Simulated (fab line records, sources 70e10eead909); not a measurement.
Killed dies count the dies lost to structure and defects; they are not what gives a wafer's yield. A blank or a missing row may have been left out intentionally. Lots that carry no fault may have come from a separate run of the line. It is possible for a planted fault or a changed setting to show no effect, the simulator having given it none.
Which of the tools did it? | flow nand-harc | 24 lots, 72 wafers sampled, at 2 steps of a route of 1302

## WHAT EACH GAUGE READ, for each wafer
NHARC_A_CHANNEL_HOLE_D2_CD_MEAS_10: target cd 100 nm. Usual: cd-nm 100.1 nm, standard deviation 0.47.
lot  | measured     | on        | cd-nm (nm)        | flag
L074 | day 13 05:04 | cd-sem-01 | 99.7 100.0 99.3   |
L075 | day 13 12:21 | cd-sem-01 | 100.4 99.5 101.0  |
L076 | day 13 12:08 | cd-sem-01 | 99.9 99.7 99.2    |
L077 | day 14 20:14 | cd-sem-01 | 99.5 99.9 99.9    |
L078 | day 14 20:26 | cd-sem-03 | 100.1 100.4 100.1 |
L079 | day 15 03:55 | cd-sem-01 | 99.7 99.8 100.4   |
L080 | day 15 15:40 | cd-sem-03 | 99.9 100.2 100.6  |
L081 | day 16 08:35 | cd-sem-01 | 100.3 99.4 100.1  |
L082 | day 16 08:19 | cd-sem-01 | 99.8 100.8 100.8  |
L084 | day 16 22:53 | cd-sem-02 | 99.6 100.6 99.9   |
L083 | day 17 00:55 | cd-sem-01 | 99.9 99.5 99.8    |
L085 | day 17 14:16 | cd-sem-03 | 99.9 100.1 100.1  |
L086 | day 17 23:13 | cd-sem-03 | 100.5 100.2 100.2 |
L087 | day 19 02:34 | cd-sem-01 | 100.5 101.3 100.9 |
L088 | day 19 02:47 | cd-sem-03 | 99.6 99.4 99.5    |
L089 | day 19 04:50 | cd-sem-03 | 100.3 100.4 100.6 |
L090 | day 19 22:59 | cd-sem-02 | 100.7 100.1 100.5 |
L091 | day 20 02:46 | cd-sem-01 | 100.0 100.2 100.7 |
L092 | day 20 19:20 | cd-sem-02 | 99.8 100.0 99.5   |
L093 | day 20 19:29 | cd-sem-01 | 100.1 99.8 99.9   |
L094 | day 21 02:26 | cd-sem-01 | 100.4 101.4 100.6 |
L095 | day 21 21:59 | cd-sem-01 | 100.4 100.3 100.9 |
L096 | day 22 05:18 | cd-sem-03 | 100.4 100.1 100.2 |
L097 | day 22 13:38 | cd-sem-01 | 99.7 99.6 100.2   |

## TOOL THAT RAN EACH LOT (tool first, then ch and the chambers of the sampled wafers, then the start)
lot  | NHARC_A_CHANNEL_FILL_D1_ALD_02
L074 | ald-hk-01 ch 2,3, day 8 21:42
L075 | ald-hk-03 ch 1,2,3, day 9 07:55
L076 | ald-hk-01 ch 2,3, day 9 10:29
L077 | ald-hk-02 ch 1,3, day 10 09:05
L078 | ald-hk-01 ch 0,1,3, day 10 09:52
L079 | ald-hk-03 ch 1,2, day 11 00:27
L080 | ald-hk-02 ch 2,3, day 11 03:39
L081 | ald-hk-02 ch 0,1,2, day 11 23:19
L082 | ald-hk-01 ch 0,1,2, day 12 00:10
L084 | ald-hk-02 ch 1,3, day 12 16:41
L083 | ald-hk-03 ch 1,2,3, day 12 18:11
L085 | ald-hk-01 ch 0,1,2, day 13 07:52
L086 | ald-hk-03 ch 0,1,2, day 13 17:55
L087 | ald-hk-03 ch 0,1,2, day 14 18:16
L088 | ald-hk-01 ch 0,2, day 14 19:18
L089 | ald-hk-02 ch 0,2,3, day 14 22:23
L090 | ald-hk-03 ch 0,2,3, day 15 09:44
L091 | ald-hk-03 ch 1,2,3, day 15 22:07
L092 | ald-hk-01 ch 0,1,2, day 16 11:45
L093 | ald-hk-03 ch 2,3, day 16 12:13
L094 | ald-hk-03 ch 1,2,3, day 16 19:57
L095 | ald-hk-03 ch 2,3, day 17 17:05
L096 | ald-hk-03 ch 1,2, day 17 21:19
L097 | ald-hk-01 ch 0,3, day 18 07:05
- NHARC_A_CHANNEL_FILL_D1_ALD_02: deposits SiO2, target thk 6 nm, pulse time 10 s, ald cycles 60.

## WHAT THE TOOLS THEMSELVES READ (means of the sampled wafers that have a number; where no wafer has one, the mark that the record gives instead)
NHARC_A_CHANNEL_FILL_D1_ALD_02. Usual: heater-power-w 490 W, standard deviation 59; precursor-pulse-height-rel 1.001, standard deviation 0.019.
lot  | tool      | heater-power-w (W) | precursor-pulse-height-rel | flag
L074 | ald-hk-01 | 533                | 1.001                      |
L075 | ald-hk-03 | 518                | 0.998                      |
L076 | ald-hk-01 | 491                | 0.983                      |
L077 | ald-hk-02 | 486                | 0.994                      |
L078 | ald-hk-01 | 465                | 1.009                      |
L079 | ald-hk-03 | 456                | 1.013                      |
L080 | ald-hk-02 | 485                | 0.985                      |
L081 | ald-hk-02 | 479                | 0.991                      |
L082 | ald-hk-01 | 520                | 0.994                      |
L084 | ald-hk-02 | 490                | 0.999                      |
L083 | ald-hk-03 | 510                | 1.009                      |
L085 | ald-hk-01 | 521                | 0.998                      |
L086 | ald-hk-03 | 471                | 1.016                      |
L087 | ald-hk-03 | 468                | 1.010                      |
L088 | ald-hk-01 | 522                | 1.006                      |
L089 | ald-hk-02 | 451                | 1.013                      |
L090 | ald-hk-03 | 525                | 1.002                      |
L091 | ald-hk-03 | 502                | 0.999                      |
L092 | ald-hk-01 | 504                | 1.015                      |
L093 | ald-hk-03 | 553                | 1.001                      |
L094 | ald-hk-03 | 505                | 1.000                      |
L095 | ald-hk-03 | 547                | 1.005                      |
L096 | ald-hk-03 | 455                | 1.010                      |
L097 | ald-hk-01 | 455                | 0.997                      |

## THE ANSWER, worked out from the rows above alone
Rule: take the mean of a lot's wafers that have a number; if it is more than 3 standard deviations from the usual mean, the lot is off. A lot without any number at a reading at which 4 lots or more have one is off too. Where the step has rows for the other lots, those lots are counted as sound. After the gauges, taken in route order, come the tools' own readings; for these a lot's mean is taken, as printed above. The first step at which some lot is off is used, and at that step the reading that is off furthest; a lot without a number counts as furthest.
None of the lots is off at any reading shown; this tells nothing.

## WHAT THE SIMULATOR HAD INSERTED
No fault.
